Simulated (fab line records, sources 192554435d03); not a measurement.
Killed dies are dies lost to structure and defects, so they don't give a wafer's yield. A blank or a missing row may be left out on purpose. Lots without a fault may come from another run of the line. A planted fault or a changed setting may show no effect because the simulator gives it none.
fab line records | flow n5_finfet | part 1 of 2: steps 1 to 4 of 6
record lots=21 wafers=63 last_day=17
route steps=1938 shown GATE_CUT@493 MOL_CONTACT_COAG@535
lots that met no fault: from a run of the same line without faults
start_h: hours from the record's first day to the start of the lot's first wafer shown | wait_h: hours since the lot's step before | " the same as in the row above | L1.1+2: a row that stands for several wafers | - no value, or no start given | * or withheld: withheld | < > ~ a bound
route shown NAME@n: a module of which the file shows steps, and the number in the route of the first | usual: mean/standard deviation of fault-free wafers | same: alike in all rows | chamber/n: place in a boat | sites: the reading at each site | _std_site: their standard deviation | _edge_site: outer sites' mean less inner sites' | radius_mm: how far each site lies from the wafer's centre | mask NAME#n: copy n | behind: the tool/chamber that last shaped the wafer | hold: why the lot was held/for how many hours/how that ended | device: the transistor (n, p or np) that didn't switch | end of line: the same wafers' tests at the end of the route | a step without rows: its recipe alone | killed: dies lost to structure and defects at the first sort, not the wafer's yield | map: a wafer's dies, x killed, . not, _ none there
set.NAME: the setting as run; set.NAME@STEP: as run at that earlier step | model.NAME: the simulator's own value behind a step, which no gauge read
steps of the route over a sample of lots; a table a step, a row a wafer
services: from which hour (start_h, from the record's first day; less than 0 if before it) a tool's chamber was out of use, for how many hours, and why
## steps
# step N5_GATE_CUT_ETCH_37
# recipe chemistry=N2/H2 target=SOC target_depth_a=600 overetch_a=120 mask_material=SiARC temp_c=40 time_s=90 ion_energy_ev=200 pressure_mtorr=30 source_w=840 bias_w=150 n2_flow_sccm=200 h2_flow_sccm=200
# usual bias_w=150.0/0.46 drypump_motor_current_A=5.8/0.41 oes_product_au=0.69/0.055 rf_vpp_V=523.4/2 showerhead_plenum_p_Torr=2.52/0.067 throttle_valve_pct=17.86/0.29
# columns lot.wafer tool chamber start_h wait_h bias_w drypump_motor_current_A oes_product_au rf_hours_counter_h rf_vpp_V showerhead_plenum_p_Torr throttle_valve_pct
L074.1 rie_diel-01 2 90.67 0.0 149.6 5.9 0.72 126 523.9 2.57 18.02
L074.3 " 0 " " 150.3 6.4 0.61 241 523.5 2.49 17.72
L074.6 " 3 " " 150.2 6.2 0.72 - 522.7 2.45 17.63
L075.1 rie_diel-06 3 92.13 0.0 150.1 5.2 0.67 177 527.0 2.64 18.05
L075.3 " 2 " " 150.4 6.2 0.66 162 523.3 2.52 18.05
L075.4 " 0 " " 150.4 5.6 0.63 226 522.5 2.49 18.10
L076.1 rie_diel-06 0 97.73 0.0 149.6 5.6 0.63 227 521.5 2.49 18.10
L076.4 " 1 " " 149.3 5.5 0.69 137 525.0 2.56 17.39
L076.6 " 2 " " 150.0 6.2 0.66 - 523.9 2.52 18.06
L078.2 rie_diel-01 3 109.66 0.0 148.7 6.2 0.71 119 521.2 2.45 17.65
L078.3 " 0 " " 149.8 6.4 0.62 250 523.0 2.48 17.74
L078.6 " 2 " " 150.9 5.9 0.72 - 523.8 2.57 18.03
L077.2 rie_diel-01 3 111.57 0.0 151.0 6.2 0.71 120 521.5 2.45 17.64
L077.5 " 2 " " 149.7 5.9 0.72 - 522.8 2.57 18.05
L077.6 " 3 " " 149.9 6.2 0.71 - 520.7 2.45 17.64
L079.3 rie_diel-01 3 118.50 0.0 149.7 6.2 0.71 122 522.6 2.45 17.63
L079.5 " 1 " " 150.2 5.4 0.69 - 520.5 2.43 17.48
L079.6 " 2 " " 149.1 5.9 0.71 - 523.5 2.57 18.03
L080.2 rie_diel-06 1 121.76 0.0 149.5 5.5 0.67 145 524.3 2.55 17.42
L080.3 " 2 " " 150.3 6.2 0.66 172 523.3 2.52 18.08
L080.4 " 3 " " 150.3 5.2 0.66 186 525.4 2.63 18.08
L081.3 rie_diel-06 3 128.02 0.0 150.5 5.3 0.65 189 526.9 2.63 18.10
L081.4 " 0 " " 149.8 5.6 0.62 237 522.6 2.49 18.11
L081.5 " 2 " " 149.9 6.2 0.65 - 524.2 2.52 18.08
L082.2 rie_diel-02 3 131.22 0.0 150.3 6.3 0.76 53 525.3 2.58 17.90
L082.4 " 0 " " 150.4 5.0 0.80 - 521.9 2.48 17.68
L082.5 " 3 " " 150.5 6.3 0.77 - 523.1 2.58 17.90
L083.1 rie_diel-01 1 136.62 0.0 149.8 5.5 0.69 150 520.3 2.43 17.51
L083.2 " 3 " " 149.8 6.2 0.70 131 521.3 2.44 17.64
L083.4 " 3 " " 149.7 6.2 0.70 - 522.8 2.44 17.65
L084.1 rie_diel-06 3 146.25 0.0 149.4 5.3 0.66 194 525.8 2.63 18.09
L084.2 " 0 " " 150.3 5.7 0.62 244 523.2 2.49 18.12
L084.3 " 1 " " 150.2 5.5 0.68 153 522.8 2.55 17.42
L085.1 rie_diel-01 2 152.86 0.0 150.6 5.9 0.71 148 524.2 2.56 18.08
L085.3 " 3 " " 149.9 6.2 0.69 138 521.6 2.44 17.67
L085.4 " 3 " " 149.9 6.2 0.69 - 519.8 2.44 17.68
L086.1 rie_diel-06 3 160.40 0.0 150.2 5.2 0.66 198 526.2 2.63 18.11
L086.2 " 1 " " 149.6 5.5 0.67 157 523.2 2.55 17.43
L086.4 " 2 " " 150.3 6.2 0.65 185 522.5 2.51 18.09
L087.2 rie_diel-02 0 162.65 0.0 149.9 5.0 0.78 40 521.9 2.47 17.70
L087.4 " 1 " " 149.7 5.8 0.62 235 523.8 2.51 18.44
L087.6 " 0 " " 149.9 5.0 0.78 - 522.0 2.47 17.69
L088.1 rie_diel-06 0 170.02 0.0 150.7 5.7 0.62 250 521.7 2.48 18.15
L088.3 " 2 " " 149.6 6.2 0.64 187 521.6 2.51 18.09
L088.4 " 1 " " 150.5 5.5 0.67 159 523.3 2.55 17.45
L089.1 rie_diel-06 3 172.61 0.0 150.3 5.3 0.65 202 525.2 2.63 18.11
L089.3 " 1 " " 150.2 5.5 0.67 160 525.7 2.55 17.43
L089.6 " 3 " " 150.3 5.3 0.65 - 525.8 2.63 18.13
L091.1 rie_diel-02 0 188.90 0.0 149.1 5.0 0.76 49 522.8 2.47 17.72
L091.4 " 3 " " 149.9 6.3 0.73 75 524.5 2.57 17.94
L091.6 " 2 " " 149.8 6.0 0.65 - 526.3 2.63 18.03
L092.1 rie_diel-01 1 198.32 0.0 150.0 5.5 0.67 175 522.1 2.42 17.55
L092.4 " 0 " " 150.0 6.3 0.85 8 522.2 2.48 17.31
L092.5 " 3 " " 150.4 6.2 0.68 - 522.0 2.43 17.69
L094.1 rie_diel-06 3 207.74 0.0 150.5 5.3 0.64 211 527.0 2.62 18.13
L094.2 " 1 " " 149.5 5.5 0.66 170 523.3 2.54 17.46
L094.5 " 0 " " 149.8 5.6 0.84 - 522.8 2.48 17.69
L095.2 rie_diel-06 0 217.47 0.0 150.2 5.6 0.84 5 522.3 2.48 17.69
L095.3 " 3 " " 149.1 5.2 0.65 214 526.5 2.62 18.12
L095.4 " 1 " " 149.5 5.5 0.66 172 523.7 2.54 17.47
L096.1 rie_diel-02 3 220.24 0.0 149.7 6.3 0.73 86 523.7 2.57 17.95
L096.4 " 3 " " 149.6 6.3 0.74 - 523.1 2.57 17.96
L096.5 " 0 " " 149.9 5.0 0.76 - 521.8 2.47 17.75
# step N5_GATE_CUT_CUT_ETCH_53
# recipe chemistry=SF6/Cl2 target=W mask_material=SiO2 target_depth_a=792 pressure_mtorr=8 icp_w=900 bias_w=80 SF6_flow_sccm=40 Cl2_flow_sccm=60 ends=cleared
# usual bias_w=79.98/0.25 drypump_motor_current_A=5.9/0.57 etch_rf_on_time_s=26.1/0.61 oes_product_au=0.68/0.09 throttle_valve_pct=28.8/0.34
# columns lot.wafer tool chamber start_h wait_h bias_w drypump_motor_current_A etch_rf_on_time_s oes_product_au rf_hours_counter_h throttle_valve_pct
L074.1 rie_metal-02 1 90.99 0.1 80.08 6.6 25.9 0.81 9 28.7
L074.3 " 1 " " 80.01 6.6 26.0 0.80 - 28.7
L074.6 " 0 " " 80.00 5.1 25.6 0.63 - 28.7
L075.1 rie_metal-02 0 92.44 0.1 79.94 5.1 25.9 0.62 80 28.7
L075.3 " 1 " " 79.89 6.6 25.9 0.80 - 28.8
L075.4 " 0 " " 79.89 5.1 25.8 0.63 - 28.7
L076.1 rie_metal-01 0 98.04 0.1 80.34 5.4 25.9 0.84 5 28.4
L076.4 " 1 " " 79.48 6.3 27.3 0.57 - 29.5
L076.6 " 0 " " 80.34 5.4 26.0 0.83 - 28.4
L078.2 rie_metal-03 1 109.97 0.1 79.94 6.1 25.7 0.72 42 28.9
L078.3 " 1 " " 79.61 6.1 25.6 0.72 - 28.9
L078.6 " 1 " " 80.17 6.1 25.6 0.73 - 28.9
L077.2 rie_metal-03 0 111.88 0.1 79.77 6.2 26.4 0.62 72 28.7
L077.5 " 1 " " 80.11 6.1 25.4 0.73 - 28.9
L077.6 " 0 " " 79.80 6.1 26.4 0.62 - 28.7
L079.3 rie_metal-02 1 118.83 0.1 79.93 6.6 25.9 0.79 - 28.7
L079.5 " 0 " " 80.24 5.1 25.6 0.62 - 28.8
L079.6 " 1 " " 79.94 6.6 25.9 0.79 - 28.8
L080.2 rie_metal-01 1 122.07 0.1 80.05 6.3 27.5 0.57 110 29.6
L080.3 " 0 " " 80.44 5.4 26.0 0.83 - 28.4
L080.4 " 1 " " 80.08 6.3 27.2 0.57 - 29.6
L081.3 rie_metal-02 0 128.35 0.1 80.08 5.1 26.0 0.62 - 28.7
L081.4 " 1 " " 80.30 6.6 26.0 0.78 - 28.7
L081.5 " 1 " " 80.22 6.6 26.1 0.78 - 28.7
L082.2 rie_metal-01 1 131.53 0.1 79.80 6.3 27.2 0.56 111 29.6
L082.4 " 0 " " 80.01 5.4 26.0 0.82 - 28.4
L082.5 " 1 " " 80.07 6.3 27.4 0.57 - 29.6
L083.1 rie_metal-03 0 136.93 0.1 80.09 6.2 26.3 0.62 74 28.7
L083.2 " 1 " " 80.23 6.1 25.3 0.72 44 28.9
L083.4 " 1 " " 80.32 6.1 25.6 0.72 - 28.9
L084.1 rie_metal-02 0 146.56 0.1 79.98 5.1 25.9 0.62 86 28.7
L084.2 " 1 " " 79.70 6.6 26.2 0.77 15 28.7
L084.3 " 0 " " 79.68 5.1 25.8 0.62 - 28.8
L085.1 rie_metal-03 1 153.17 0.1 80.63 6.1 25.3 0.72 46 28.9
L085.3 " 0 " " 80.32 6.1 26.3 0.62 - 28.7
L085.4 " 1 " " 80.56 6.1 25.4 0.72 - 28.9
L086.1 rie_metal-01 0 160.71 0.1 79.84 5.4 25.8 0.80 12 28.4
L086.2 " 1 " " 79.46 6.3 27.7 0.56 114 29.6
L086.4 " 1 " " 79.80 6.3 27.6 0.56 - 29.6
L087.2 rie_metal-03 1 162.97 0.1 80.35 6.1 25.5 0.71 47 28.9
L087.4 " 0 " " 79.98 6.1 26.5 0.61 - 28.7
L087.6 " 0 " " 80.31 6.2 26.4 0.62 - 28.7
L088.1 rie_metal-02 1 170.33 0.1 79.45 6.6 25.8 0.76 19 28.8
L088.3 " 1 " " 79.85 6.6 26.2 0.76 - 28.8
L088.4 " 0 " " 80.21 5.1 25.8 0.61 - 28.7
L089.1 rie_metal-02 0 172.92 0.1 80.00 5.1 25.8 0.61 90 28.7
L089.3 " 0 " " 80.56 5.1 25.7 0.61 - 28.8
L089.6 " 0 " " 80.00 5.1 25.9 0.61 - 28.8
L091.1 rie_metal-01 0 189.21 0.1 80.08 5.4 26.1 0.79 15 28.4
L091.4 " 1 " " 80.29 6.4 27.5 0.56 - 29.6
L091.6 " 1 " " 79.87 6.4 27.5 0.55 - 29.6
L092.1 rie_metal-03 1 198.63 0.1 79.92 6.1 25.8 0.70 50 28.9
L092.4 " 0 " " 79.56 6.1 26.5 0.60 - 28.7
L092.5 " 1 " " 79.80 6.1 25.6 0.71 - 28.9
L094.1 rie_metal-01 0 208.06 0.1 79.71 5.4 25.6 0.79 16 28.4
L094.2 " 1 " " 80.08 6.3 27.3 0.56 118 29.6
L094.5 " 0 " " 79.63 5.4 25.7 0.79 - 28.4
L095.2 rie_metal-02 0 217.78 0.1 80.07 5.1 25.9 0.61 93 28.7
L095.3 " 1 " " 79.96 6.6 25.8 0.75 - 28.8
L095.4 " 0 " " 79.91 5.1 26.0 0.61 - 28.8
L096.1 rie_metal-02 1 220.55 0.1 80.18 6.6 26.0 0.74 22 28.8
L096.4 " 0 " " 80.41 5.1 26.0 0.60 - 28.8
L096.5 " 0 " " 80.02 5.1 26.0 0.60 - 28.8
# step N5_GATE_CUT_VAPOR_ETCH_51
# recipe chemistry=BCl3/Cl2 target=HfO2 mode=isotropic
# usual drypump_motor_current_A=5.9/0.57 oes_product_au=0.76/0.094
# columns lot.wafer tool chamber start_h wait_h drypump_motor_current_A oes_product_au
L074.1 rie_metal-02 1 91.23 0.0 6.6 0.89
L074.3 " 1 " " 6.6 0.90
L074.6 " 0 " " 5.1 0.70
L075.1 rie_metal-02 0 92.68 0.0 5.1 0.70
L075.3 " 1 " " 6.6 0.87
L075.4 " 0 " " 5.1 0.69
L076.1 rie_metal-01 0 98.28 0.0 5.4 0.91
L076.4 " 1 " " 6.3 0.64
L076.6 " 0 " " 5.4 0.91
L078.2 rie_metal-03 1 110.21 0.0 6.1 0.80
L078.3 " 1 " " 6.1 0.79
L078.6 " 1 " " 6.1 0.79
L077.2 rie_metal-03 0 112.12 0.0 6.2 0.70
L077.5 " 1 " " 6.1 0.80
L077.6 " 0 " " 6.1 0.70
L079.3 rie_metal-02 1 119.06 0.0 6.6 0.87
L079.5 " 0 " " 5.1 0.70
L079.6 " 1 " " 6.6 0.86
L080.2 rie_metal-01 1 122.39 0.0 6.3 0.64
L080.3 " 0 " " 5.4 0.91
L080.4 " 1 " " 6.3 0.64
L081.3 rie_metal-02 0 128.58 0.0 5.1 0.69
L081.4 " 1 " " 6.6 0.86
L081.5 " 1 " " 6.6 0.87
L082.2 rie_metal-01 1 131.77 0.0 6.3 0.63
L082.4 " 0 " " 5.4 0.89
L082.5 " 1 " " 6.3 0.64
L083.1 rie_metal-03 0 137.17 0.0 6.2 0.69
L083.2 " 1 " " 6.1 0.79
L083.4 " 1 " " 6.1 0.80
L084.1 rie_metal-02 0 146.80 0.0 5.1 0.68
L084.2 " 1 " " 6.6 0.85
L084.3 " 0 " " 5.1 0.68
L085.1 rie_metal-03 1 153.41 0.0 6.1 0.79
L085.3 " 0 " " 6.1 0.69
L085.4 " 1 " " 6.1 0.78
L086.1 rie_metal-01 0 160.95 0.0 5.4 0.89
L086.2 " 1 " " 6.4 0.63
L086.4 " 1 " " 6.4 0.63
L087.2 rie_metal-03 1 163.21 0.0 6.1 0.78
L087.4 " 0 " " 6.2 0.69
L087.6 " 0 " " 6.2 0.69
L088.1 rie_metal-02 1 170.57 0.0 6.6 0.84
L088.3 " 1 " " 6.6 0.83
L088.4 " 0 " " 5.1 0.68
L089.1 rie_metal-02 0 173.16 0.0 5.1 0.67
L089.3 " 0 " " 5.1 0.68
L089.6 " 0 " " 5.1 0.67
L091.1 rie_metal-01 0 189.45 0.0 5.4 0.87
L091.4 " 1 " " 6.3 0.63
L091.6 " 1 " " 6.3 0.63
L092.1 rie_metal-03 1 198.87 0.0 6.1 0.78
L092.4 " 0 " " 6.2 0.68
L092.5 " 1 " " 6.1 0.78
L094.1 rie_metal-01 0 208.30 0.0 5.4 0.86
L094.2 " 1 " " 6.3 0.62
L094.5 " 0 " " 5.4 0.86
L095.2 rie_metal-02 0 218.02 0.0 5.1 0.66
L095.3 " 1 " " 6.6 0.83
L095.4 " 0 " " 5.1 0.66
L096.1 rie_metal-02 1 220.79 0.0 6.6 0.83
L096.4 " 0 " " 5.1 0.67
L096.5 " 0 " " 5.1 0.67
# step N5_MOL_CONTACT_COAG_CONTACT_ETCH_14
# recipe chemistry=C4F6/O2 target=SiO2 target_depth_a=275 overetch_a=85 mask_material=SOC pressure_mtorr=30 source_w=370 bias_w=185 Ar_flow_sccm=300 C4F6_flow_sccm=16 O2_flow_sccm=10 time_s=20 ion_energy_ev=259.6
# usual C4F6_flow_sccm=16.00/0.047 bias_w=185.0/0.54 drypump_motor_current_A=5.6/0.57 oes_product_au=0.69/0.058 rf_vpp_V=692/3.7 showerhead_plenum_p_Torr=2.86/0.1 throttle_valve_pct=21.28/0.2
# columns lot.wafer tool chamber start_h wait_h C4F6_flow_sccm bias_w drypump_motor_current_A oes_product_au rf_hours_counter_h rf_vpp_V showerhead_plenum_p_Torr throttle_valve_pct
L074.1 rie_diel-05 3 95.15 0.0 16.03 184.4 4.7 0.74 42 690 2.81 21.24
L074.3 " 1 " " 15.92 185.3 5.8 0.74 52 691 2.81 21.39
L074.6 " 3 " " 15.96 184.7 4.7 0.73 - 689 2.81 21.22
L075.1 rie_diel-03 3 96.58 0.0 15.97 184.9 5.5 0.65 129 685 2.68 21.32
L075.3 " 2 " " 16.05 184.6 4.8 0.58 245 691 2.84 21.35
L075.4 " 0 " " 15.95 185.1 5.3 0.74 57 691 2.81 21.23
L076.1 rie_diel-05 0 101.62 0.0 15.94 185.5 5.2 0.68 107 688 2.79 21.03
L076.4 " 3 " " 15.93 183.7 4.7 0.73 44 689 2.81 21.24
L076.6 " 3 " " 15.86 183.6 4.7 0.73 - 689 2.81 21.24
L078.2 rie_diel-05 2 113.60 0.0 15.97 185.8 6.0 0.70 77 694 2.90 21.44
L078.3 " 3 " " 16.00 184.3 4.7 0.72 48 692 2.81 21.25
L078.6 " 3 " " 15.96 185.4 4.7 0.73 - 691 2.81 21.27
L077.2 rie_diel-05 0 115.47 0.0 15.99 184.7 5.2 0.66 114 690 2.79 21.03
L077.5 " 3 " " 16.02 184.8 4.7 0.72 - 691 2.81 21.25
L077.6 " 0 " " 16.00 186.0 5.2 0.66 - 689 2.79 21.05
L079.3 rie_diel-05 1 122.39 0.0 16.02 185.2 5.9 0.73 63 689 2.81 21.41
L079.5 " 2 " " 15.95 184.1 6.0 0.69 - 694 2.90 21.45
L079.6 " 1 " " 15.98 184.7 5.9 0.72 - 689 2.81 21.42
L080.2 rie_diel-03 1 125.85 0.0 15.92 185.0 6.3 0.59 204 696 2.95 21.59
L080.3 " 0 " " 16.00 184.3 5.3 0.72 70 690 2.80 21.26
L080.4 " 0 " " 15.93 185.5 5.3 0.72 - 691 2.80 21.28
L081.3 rie_diel-05 1 132.13 0.0 16.00 184.8 5.8 0.72 67 688 2.81 21.42
L081.4 " 2 " " 15.96 185.0 6.0 0.69 85 694 2.90 21.45
L081.5 " 0 " " 16.04 184.4 5.2 0.67 - 689 2.78 21.05
L082.2 rie_diel-04 2 135.49 0.0 16.00 185.1 5.7 0.59 225 691 2.86 21.20
L082.4 " 1 " " 16.01 184.6 6.1 0.77 31 698 3.03 20.84
L082.5 " 1 " " 16.00 184.9 6.1 0.76 - 699 3.03 20.85
L083.1 rie_diel-05 2 140.52 0.0 15.95 184.4 6.0 0.69 88 694 2.90 21.46
L083.2 " 1 " " 15.96 184.2 5.8 0.71 70 690 2.81 21.42
L083.4 " 3 " " 16.07 185.0 4.7 0.71 60 690 2.80 21.29
L084.1 rie_diel-03 2 150.76 0.0 15.96 185.0 4.8 0.81 8 691 2.84 20.99
L084.2 " 3 " " 16.04 185.2 5.5 0.63 153 686 2.67 21.36
L084.3 " 1 " " 16.06 184.9 6.3 0.58 214 695 2.95 21.60
L085.1 rie_diel-03 1 156.93 0.0 16.07 185.0 6.3 0.59 217 695 2.95 21.62
L085.3 " 2 " " 16.04 184.1 4.8 0.81 11 691 2.83 20.98
L085.4 " 0 " " 15.93 185.5 5.3 0.71 80 690 2.80 21.27
L086.1 rie_diel-03 0 164.50 0.0 16.02 184.7 5.3 0.71 83 690 2.79 21.27
L086.2 " 1 " " 16.02 185.6 6.3 0.58 220 695 2.94 21.62
L086.4 " 3 " " 15.97 185.1 5.5 0.63 158 685 2.67 21.36
L087.2 rie_diel-05 2 166.86 0.0 15.95 185.8 6.0 0.68 98 693 2.89 21.45
L087.4 " 1 " " 15.92 185.4 5.8 0.71 80 690 2.80 21.43
L087.6 " 1 " " 15.95 184.9 5.9 0.70 - 691 2.80 21.45
L088.1 rie_diel-05 2 173.95 0.0 15.97 185.3 6.0 0.67 100 693 2.89 21.46
L088.3 " 3 " " 16.05 184.9 4.7 0.70 71 689 2.80 21.29
L088.4 " 1 " " 15.97 184.6 5.8 0.72 82 689 2.80 21.43
L089.1 rie_diel-04 1 176.79 0.0 16.05 184.3 6.1 0.74 48 698 3.02 20.87
L089.3 " 3 " " 15.87 184.6 5.9 0.83 3 699 3.05 21.27
L089.6 " 0 " " 15.98 184.6 6.5 0.69 - 697 3.04 21.20
L091.1 rie_diel-05 1 192.82 0.0 16.00 185.2 5.9 0.70 87 690 2.80 21.45
L091.4 " 0 " " 15.93 185.9 5.1 0.64 140 690 2.77 21.08
L091.6 " 2 " " 16.07 184.5 6.0 0.67 - 693 2.89 21.48
L092.1 rie_diel-03 0 202.97 0.0 16.01 185.5 5.3 0.70 96 688 2.79 21.28
L092.4 " 1 " " 16.00 185.6 6.4 0.58 232 695 2.94 21.65
L092.5 " 1 " " 16.02 185.2 6.3 0.57 - 695 2.94 21.64
L094.1 rie_diel-04 0 211.80 0.0 16.02 185.4 6.5 0.68 93 697 3.04 21.22
L094.2 " 1 " " 16.06 185.7 6.1 0.73 61 699 3.01 20.89
L094.5 " 3 " " 15.99 186.4 6.0 0.79 - 700 3.05 21.29
L095.2 rie_diel-04 3 221.66 0.0 15.98 184.5 5.9 0.78 20 700 3.04 21.30
L095.3 " 0 " " 15.96 184.8 6.5 0.68 98 698 3.03 21.23
L095.4 " 1 " " 16.06 184.4 6.1 0.73 - 697 3.01 20.90
L096.1 rie_diel-05 0 224.46 0.0 16.00 184.8 5.2 0.64 152 689 2.77 21.08
L096.4 " 1 " " 16.06 185.1 5.8 0.69 99 691 2.79 21.47
L096.5 " 0 " " 16.03 184.9 5.2 0.64 - 690 2.77 21.09
